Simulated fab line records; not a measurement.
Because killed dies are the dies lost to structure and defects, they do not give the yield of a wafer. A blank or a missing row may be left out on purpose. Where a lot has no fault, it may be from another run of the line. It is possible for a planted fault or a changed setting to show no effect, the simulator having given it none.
Comparing a struck lot with a sound one ; flow n5-finfet ; 38 steps out of a route of 1938
Sound: wafers L428.1, L428.2, L428.5. The struck wafers were L444.1, L444.2, L444.4. The cause is named last.
At each step with rows: each side's tool, then ch and its chambers, then its first start. Under that, the readings that differ: sound wafers ; struck wafers ; difference of the means ; sigmas: that difference in standard deviations of wafers without a fault.
alike: readings whose means differ by less than 2 such deviations, and words and numbers that are the same on both sides. not compared: withheld readings, readings that some wafer has no value for, bounds like >300 that may hide the same value, and numbers for which the record gives no deviation and whose values overlap.
The two part at a step that has a row with sigmas, a row that says differs or no value, or rows on one side only. Non-overlapping numbers with no deviation appear without sigmas and do not part them. A reading that every wafer of one side lacks parts them only if that side has two wafers or more.

first, 12 steps without rows for these wafers: N5_GATE_CUT_STRIP_39 (strips in N2/H2); N5_GATE_CUT_HM_OPEN_40 (chemistry C4F6/O2, target SiO2, target depth 139 nm, time 85.1 s); N5_GATE_CUT_STRIP_41 (strips in CF4); N5_GATE_CUT_STRIP_42 (strips in O2); N5_GATE_CUT_ETCH_19 (etches SiNx in CH3F/O2, target depth 53.7 nm, time 76.7 s); N5_GATE_CUT_CUT_ETCH_53 (etches W in SF6/Cl2, target depth 79.2 nm); N5_GATE_CUT_CUT_ETCH_54 (etches TiN in Cl2/BCl3, target depth 96.7 nm); N5_GATE_CUT_CUT_ETCH_55 (etches HfO2 in BCl3, target depth 3.2 nm); N5_GATE_CUT_ETCH_47 (etches SiO2 in Cl2/BCl3, target depth 10 nm); N5_GATE_CUT_VAPOR_ETCH_48 (etches TiN in BCl3/Cl2); N5_GATE_CUT_VAPOR_ETCH_49 (etches TiAlC in BCl3/Cl2); N5_GATE_CUT_VAPOR_ETCH_51 (etches HfO2 in BCl3/Cl2).
N5_GATE_CUT_STRIP_21: strips in N2/H2, time 30 s.
  sound on plasma-asher-01 ch 0,1, day 5 05:46; struck on plasma-asher-01 ch 0,1, day 9 07:09
  no value came back on the struck wafers for any of 5 readings (drypump-motor-current-A (A), h2-flow-sccm (sccm) and others); on the sound wafers drypump-motor-current-A (A) reads 6.1 6.6 6.1
  not compared: rf-hours-counter-h
then, 23 steps without rows for these wafers: N5_GATE_CUT_STRIP_29 (strips in post etch residue remover, time 60 s); N5_GATE_CUT_SRD_52 (time 30 s); N5_GATE_CUT_ALD_22 (deposits SiNx, target thk 16 nm, pulse time 1 s, ald cycles 320); N5_GATE_CUT_CMP_23 (polishes, stops on SiO2, t overpolish 23.4 s, target thk 16 nm); N5_GATE_CUT_CMP_43 (polishes SiO2); N5_GATE_CUT_CMP_61 (polishes, stops on SiNx, t overpolish 3 s); N5_MOL_CONTACT_COAG_COAT_103 (time 60 s, resist thk 80 nm); N5_MOL_CONTACT_COAG_COAT_104 (time 60 s, resist thk 12 nm); N5_MOL_CONTACT_COAG_COAT_58 (time 60 s, resist thk 10 nm); N5_MOL_CONTACT_COAG_COAT_02 (resist thk 30 nm); N5_MOL_CONTACT_COAG_EBR_04; N5_MOL_CONTACT_COAG_SOFTBAKE_03 (time 60 s); N5_MOL_CONTACT_COAG_EXPOSE_05 (exposes mask CA, defocus 0 nm); N5_MOL_CONTACT_COAG_PEB_06 (peb time 60 s); N5_MOL_CONTACT_COAG_DEVELOP_07 (develop time 30 s); N5_MOL_CONTACT_COAG_DESCUM_13 (chemistry O2, time 7 s); N5_MOL_CONTACT_COAG_ETCH_59 (etches underlayer in N2/H2, target depth 13 nm, time 10.4 s); N5_MOL_CONTACT_COAG_ETCH_105 (etches SiARC in CF4, target depth 15.6 nm, time 26 s); N5_MOL_CONTACT_COAG_ETCH_106 (etches SOC in N2/H2, target depth 80 nm, overetch 16 nm, time 120 s); N5_MOL_CONTACT_COAG_STRIP_107 (strips in N2/H2); N5_MOL_CONTACT_COAG_STRIP_108 (strips in N2/H2); N5_MOL_CONTACT_COAG_CONTACT_ETCH_14 (etches SiO2 in C4F6/O2, target depth 27.5 nm, overetch 8.5 nm, time 20 s); N5_MOL_CONTACT_COAG_STRIP_109 (strips in C4F6/O2).
-- here the record skips 4 days between the struck wafers' starts before and after, leaving off in module MOL_CONTACT_COAG and picking up in module BEOL_M4 (first step shown: number 1111 of the route) --
N5_BEOL_M4_RC_MEAS_101:
  sound on prober-02 ch 0, day 8 17:53; struck on prober-02 ch 0, day 12 19:11
  alike: DIBL_N, DIBL_P, IOFF_N, IOFF_P, ION_N, ION_P, SS_N, SS_P, VT_N, VT_P
-- here the record skips 5 days between the struck wafers' starts before and after, leaving off in module BEOL_M4 and picking up in module PASSIVATION (first step shown: number 1936 of the route) --
N5_PASSIVATION_PROBE_49:
  rows exist in the record for the struck wafers here (prober-02, day 17 14:16), but not for the sound ones

== WHERE THEY PART ==
First at N5_GATE_CUT_STRIP_21; last, within this record, at N5_PASSIVATION_PROBE_49.

WHY: whatever the simulator had introduced
Entire step skipped (plasma-asher-01, N5_GATE_CUT_STRIP_21), from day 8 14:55 onward. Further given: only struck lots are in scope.
